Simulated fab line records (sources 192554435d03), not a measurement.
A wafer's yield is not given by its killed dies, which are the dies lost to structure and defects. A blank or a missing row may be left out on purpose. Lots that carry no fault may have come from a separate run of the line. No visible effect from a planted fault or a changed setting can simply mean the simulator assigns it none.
Lot-split experiment ; flow n5_finfet ; 7 lots, 21 wafers read, on a route of 1938 steps

ABOUT THE SPLIT
At N5_SDB_COAT_05 (resist thk 90 nm), the setting spin_rpm was moved away from the recipe's 1500 rpm on 9 of the 21 wafers read, by -6.7% to +9.3%. The other wafers ran this setting at the recipe's value.

FROM THE SPLIT TO THE READING: what the file shows between them, 3 steps
- N5_SDB_EBR_07
- N5_SDB_SOFTBAKE_06: time 60 s
- N5_SDB_DESCUM_16: chemistry O2, time 7.9 s

THE READING
CAR-ArF_of_SDB_COAT_05.thk_nm (the simulator's own value, which no gauge read), in nm, at N5_SDB_ETCH_17 (etches SiARC in CF4, target depth 23.4 nm, time 39 s). There is no usual value for it anywhere in the file. Average 66.6 nm, standard deviation 0.24 nm, over the 12 wafers here run with the recipe.

wafer;tool, chamber at the split;spin_rpm as run, rpm;against the recipe;CAR-ArF_of_SDB_COAT_05.thk_nm, nm;against lot-mates on the recipe
L075.1;litho_track-04, 0;1415;-5.7%;69;+2.2
L075.2;litho_track-04, 0;1500;recipe;66.8;-
L075.4;litho_track-04, 0;1415;-5.7%;69.4;+2.6
L078.2;litho_track-04, 0;1500;recipe;66.6;-
L078.5;litho_track-04, 0;1574;+4.9%;64.6;-2.0
L078.6;litho_track-04, 0;1574;+4.9%;64.4;-2.2
L079.1;litho_track-04, 0;1500;recipe;66.4;-
L079.3;litho_track-04, 0;1558;+3.9%;64.8;-1.4
L079.4;litho_track-04, 0;1500;recipe;66;-
L080.2;litho_track-01, 0;1399;-6.7%;69.8;+2.8
L080.5;litho_track-01, 0;1399;-6.7%;69.8;+2.8
L080.3;litho_track-01, 0;1500;recipe;67;-
L082.3;litho_track-01, 0;1500;recipe;66.8;-
L082.4;litho_track-01, 0;1500;recipe;66.6;-
L082.5;litho_track-01, 0;1500;recipe;66.6;-
L088.1;litho_track-05, 0;1500;recipe;66.6;-
L088.5;litho_track-05, 0;1639;+9.3%;62.6;-4.0
L088.6;litho_track-05, 0;1639;+9.3%;63.2;-3.4
L089.1;litho_track-01, 0;1500;recipe;66.6;-
L089.4;litho_track-01, 0;1500;recipe;66.4;-
L089.6;litho_track-01, 0;1500;recipe;66.8;-

THE FIT
A straight line over all 21 wafers: CAR-ArF_of_SDB_COAT_05.thk_nm changes by -0.434 nm for each +1% of spin_rpm; r = -0.99; the points scatter about the line by 0.26 nm.
The same after taking each lot's own level away (the mean of its wafers on the recipe; 21 wafers): -0.409 nm for each +1%; r = -1.00; scatter 0.17 nm.
Per that fit: largest spin_rpm move, reading shift of 3.8 nm.
From 66.20 to 67.00 nm: that is the span of the lots' own levels, equal to 3.3 times the standard deviation above.
Hence the lot-to-lot level has little effect on the slope; both slopes agree.
Check: for one of the wafers moved furthest among these (+9.3%), held out of the fit, the line's prediction against its lot-mates is -3.7 nm. Against them it came out at -4 nm.

FURTHER SPLITS ON THESE WAFERS
Note: prior to the reading, these wafers also went through further splits. Each is held against what the fit with the lots' levels taken away leaves over:
other split on the same wafers;wafers away from the commonest value;r with CAR-ArF_of_SDB_COAT_05.thk_nm (lot level and that fit taken away)
N5_SD_EPI_N_PEB_07 peb_temp_c;6;+0.29
N5_SD_EPI_N_ETCH_16 target_depth_a;8;+0.15

THE WHOLE CHAIN: every reading that the file lists as answering this split, in the file's order
step;what it does;reading;change (the file's fit);r (the file's)
N5_SDB_COAT_05;resist thk 90 nm;CAR-ArF_of_SDB_COAT_05.thk_nm (the simulator's own value, which no gauge read);-0.417 nm for each +1% of the setting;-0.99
N5_SDB_ETCH_17;etches SiARC in CF4, target depth 23.4 nm, time 39 s;CAR-ArF_of_SDB_COAT_05.thk_nm (the simulator's own value, which no gauge read);-0.407 nm for each +1% of the setting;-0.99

FILE'S OWN FIT
CAR-ArF_of_SDB_COAT_05.thk_nm changes by -0.407 nm for each +1% of spin_rpm, r = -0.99.
